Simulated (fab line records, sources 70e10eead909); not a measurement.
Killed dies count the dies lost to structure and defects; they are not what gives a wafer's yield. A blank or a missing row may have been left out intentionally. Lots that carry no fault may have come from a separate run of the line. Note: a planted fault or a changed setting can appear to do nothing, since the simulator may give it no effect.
Chamber matching || flow nand_harc || 4 sister chambers for NHARC_P_BONDPAD_STRIP_15 on rie_diel-11
The step strips in O2. 22 wafers are shown with their chamber, then 11 later ones without.

## WAFERS PAIRED WITH THEIR CHAMBERS
{"wafer": "L074.4", "chamber": 1, "rf_vpp_V (V)": 56.9, "oes_product_au (a.u.)": 0.987, "throttle_valve_pct (%)": 17.038}
{"wafer": "L074.5", "chamber": 0, "rf_vpp_V (V)": 58.5, "oes_product_au (a.u.)": 1.026, "throttle_valve_pct (%)": 17.038}
{"wafer": "L074.6", "chamber": 3, "rf_vpp_V (V)": 57.5, "oes_product_au (a.u.)": 1.004, "throttle_valve_pct (%)": 17.043}
{"wafer": "L077.3", "chamber": 3, "rf_vpp_V (V)": 56.2, "oes_product_au (a.u.)": 0.996, "throttle_valve_pct (%)": 17.041}
{"wafer": "L077.5", "chamber": 3, "rf_vpp_V (V)": 57.1, "oes_product_au (a.u.)": 0.994, "throttle_valve_pct (%)": 17.043}
{"wafer": "L077.6", "chamber": 0, "rf_vpp_V (V)": 59.2, "oes_product_au (a.u.)": 0.997, "throttle_valve_pct (%)": 17.034}
{"wafer": "L080.1", "chamber": 2, "rf_vpp_V (V)": 57.7, "oes_product_au (a.u.)": 0.998, "throttle_valve_pct (%)": 17.017}
{"wafer": "L080.2", "chamber": 1, "rf_vpp_V (V)": 58.1, "oes_product_au (a.u.)": 0.990, "throttle_valve_pct (%)": 17.016}
{"wafer": "L080.3", "chamber": 3, "rf_vpp_V (V)": 56.8, "oes_product_au (a.u.)": 0.997, "throttle_valve_pct (%)": 17.022}
{"wafer": "L082.3", "chamber": 3, "rf_vpp_V (V)": 57.7, "oes_product_au (a.u.)": 1.019, "throttle_valve_pct (%)": 17.021}
{"wafer": "L082.4", "chamber": 2, "rf_vpp_V (V)": 58.7, "oes_product_au (a.u.)": 1.006, "throttle_valve_pct (%)": 17.026}
{"wafer": "L082.5", "chamber": 0, "rf_vpp_V (V)": 58.6, "oes_product_au (a.u.)": 1.016, "throttle_valve_pct (%)": 17.028}
{"wafer": "L084.2", "chamber": 3, "rf_vpp_V (V)": 58.8, "oes_product_au (a.u.)": 1.007, "throttle_valve_pct (%)": 17.044}
{"wafer": "L084.4", "chamber": 0, "rf_vpp_V (V)": 59.3, "oes_product_au (a.u.)": 1.008, "throttle_valve_pct (%)": 17.025}
{"wafer": "L084.6", "chamber": 3, "rf_vpp_V (V)": 58.5, "oes_product_au (a.u.)": 1.001, "throttle_valve_pct (%)": 17.018}
{"wafer": "L085.2", "chamber": 2, "rf_vpp_V (V)": 58.6, "oes_product_au (a.u.)": 1.006, "throttle_valve_pct (%)": 17.039}
{"wafer": "L085.5", "chamber": 0, "rf_vpp_V (V)": 58.2, "oes_product_au (a.u.)": 1.011, "throttle_valve_pct (%)": 17.035}
{"wafer": "L085.6", "chamber": 3, "rf_vpp_V (V)": 57.1, "oes_product_au (a.u.)": 1.018, "throttle_valve_pct (%)": 17.034}
{"wafer": "L086.1", "chamber": 2, "rf_vpp_V (V)": 58.4, "oes_product_au (a.u.)": 1.008, "throttle_valve_pct (%)": 17.029}
{"wafer": "L086.2", "chamber": 0, "rf_vpp_V (V)": 57.5, "oes_product_au (a.u.)": 1.015, "throttle_valve_pct (%)": 17.042}
{"wafer": "L086.4", "chamber": 1, "rf_vpp_V (V)": 58.1, "oes_product_au (a.u.)": 1.001, "throttle_valve_pct (%)": 17.032}
{"wafer": "L088.3", "chamber": 1, "rf_vpp_V (V)": 58.4, "oes_product_au (a.u.)": 1.026, "throttle_valve_pct (%)": 17.037}

SIGNATURES (means of the wafers above)
{"reading": "rf_vpp_V", "chamber 0": 58.550, "chamber 1": 57.875, "chamber 2": 58.350, "chamber 3": 57.462, "scatter within a chamber": 0.722}
{"reading": "oes_product_au", "chamber 0": 1.01217, "chamber 1": 1.00100, "chamber 2": 1.00450, "chamber 3": 1.00450, "scatter within a chamber": 0.0108}
{"reading": "throttle_valve_pct", "chamber 0": 17.03367, "chamber 1": 17.03075, "chamber 2": 17.02775, "chamber 3": 17.03325, "scatter within a chamber": 0.00952}
Rule: a wafer's distance from a chamber is the root of the sum, over the readings, of the square of ((its reading less the chamber's mean) divided by the reading's scatter). If the next closest chamber is less than 2 further off than the closest, the wafer can't be placed; otherwise it belongs to the closest. The scatter is the square root of a quotient: the sum, over the shown wafers, of each reading's squared deviation from its chamber's mean, divided by wafers minus chambers.

## WAFERS WITH NO CHAMBER GIVEN
{"wafer": "L088.4", "rf_vpp_V (V)": 59.4, "oes_product_au (a.u.)": 1.010, "throttle_valve_pct (%)": 17.023}
{"wafer": "L088.5", "rf_vpp_V (V)": 58.3, "oes_product_au (a.u.)": 1.011, "throttle_valve_pct (%)": 17.045}
{"wafer": "L090.3", "rf_vpp_V (V)": 58.1, "oes_product_au (a.u.)": 1.012, "throttle_valve_pct (%)": 17.049}
{"wafer": "L090.4", "rf_vpp_V (V)": 58.2, "oes_product_au (a.u.)": 0.986, "throttle_valve_pct (%)": 17.047}
{"wafer": "L090.6", "rf_vpp_V (V)": 58.8, "oes_product_au (a.u.)": 0.993, "throttle_valve_pct (%)": 17.036}
{"wafer": "L091.1", "rf_vpp_V (V)": 57.9, "oes_product_au (a.u.)": 1.006, "throttle_valve_pct (%)": 17.026}
{"wafer": "L091.2", "rf_vpp_V (V)": 57.1, "oes_product_au (a.u.)": 1.021, "throttle_valve_pct (%)": 17.027}
{"wafer": "L091.4", "rf_vpp_V (V)": 56.3, "oes_product_au (a.u.)": 1.000, "throttle_valve_pct (%)": 17.033}
{"wafer": "L094.1", "rf_vpp_V (V)": 59.0, "oes_product_au (a.u.)": 0.997, "throttle_valve_pct (%)": 17.025}
{"wafer": "L094.2", "rf_vpp_V (V)": 57.8, "oes_product_au (a.u.)": 1.015, "throttle_valve_pct (%)": 17.032}
{"wafer": "L094.3", "rf_vpp_V (V)": 57.4, "oes_product_au (a.u.)": 1.008, "throttle_valve_pct (%)": 17.055}

## WHICH CHAMBER EACH ONE RAN IN
{"wafer": "L088.4", "from the rows above": "can't be placed: 2 or 0 or 1 or 3", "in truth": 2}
{"wafer": "L088.5", "from the rows above": "can't be placed: 0 or 3 or 1 or 2", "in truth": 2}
{"wafer": "L090.3", "from the rows above": "can't be placed: 0 or 3 or 1 or 2", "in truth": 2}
{"wafer": "L090.4", "from the rows above": "can't be placed: 1 or 3 or 2 or 0", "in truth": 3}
{"wafer": "L090.6", "from the rows above": "can't be placed: 2 or 1 or 0 or 3", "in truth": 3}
{"wafer": "L091.1", "from the rows above": "can't be placed: 2 or 1 or 3 or 0", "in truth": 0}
{"wafer": "L091.2", "from the rows above": "can't be placed: 3 or 1 or 0 or 2", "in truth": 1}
{"wafer": "L091.4", "from the rows above": "can't be placed: 3 or 1 or 2 or 0", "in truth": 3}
{"wafer": "L094.1", "from the rows above": "can't be placed: 2 or 1 or 0 or 3", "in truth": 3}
{"wafer": "L094.2", "from the rows above": "can't be placed: 3 or 0 or 1 or 2", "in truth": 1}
{"wafer": "L094.3", "from the rows above": "can't be placed: 3 or 1 or 0 or 2", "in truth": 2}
Placed correctly: 0 of 11. Unplaceable from these rows: 11, with the true chamber sitting among the candidates in 11. Wrongly placed: 0.
